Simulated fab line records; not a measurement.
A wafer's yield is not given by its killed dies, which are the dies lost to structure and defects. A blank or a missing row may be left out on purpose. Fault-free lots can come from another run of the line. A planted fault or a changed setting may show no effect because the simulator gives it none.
Matching of chambers	flow n5_finfet	N5_BEOL_M2_DESCUM_33 on rie_diel-01: 4 sister chambers
The step chemistry O2, time 7 s. 8 wafers are shown with their chamber, then 11 later ones without.

WAFERS PAIRED WITH THEIR CHAMBERS
wafer	chamber	drypump_motor_current_A (A)	showerhead_plenum_p_Torr (Torr)
L080.4	1	5.8	2.06
L082.6	2	5.1	2.19
L084.5	3	6.5	2.22
L084.6	0	5.6	2.07
L085.1	0	5.6	2.07
L085.4	2	5.1	2.19
L085.5	3	6.5	2.22
L086.2	1	5.7	2.05

WAFERS WHOSE CHAMBER IS MISSING
wafer	drypump_motor_current_A (A)	showerhead_plenum_p_Torr (Torr)
L086.4	5.1	2.19
L086.6	5.6	2.07
L091.3	5.6	2.06
L091.4	6.5	2.22
L091.6	5.1	2.19
L094.2	5.8	2.05
L094.3	5.1	2.18
L094.4	6.5	2.21
L096.1	6.5	2.21
L096.2	5.6	2.06
L096.6	5.6	2.06

EACH ONE'S CHAMBER
wafer	from the rows above	in truth
L086.4	2	2
L086.6	0	0
L091.3	can't be placed: 0 or 1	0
L091.4	3	3
L091.6	2	2
L094.2	1	1
L094.3	2	2
L094.4	3	3
L096.1	3	3
L096.2	can't be placed: 0 or 1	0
L096.6	can't be placed: 0 or 1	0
Correct placement for 8 of the 11. Not placeable from these rows: 3 (in 3, the candidates include the true chamber). 0 placed wrongly.
How it was worked out, from the rows above alone: a wafer's distance from a chamber is the root of the sum, over the readings, of the square of ((its reading less the chamber's mean) divided by the reading's scatter). If the next closest chamber is less than 2 further off than the closest, the wafer can't be placed; otherwise it belongs to the closest. For every chamber, the mean is computed from those of its wafers that are shown. The scatter: the root of (the sum of the squares of (reading less its chamber's mean) over the shown wafers, divided by (wafers less chambers)).
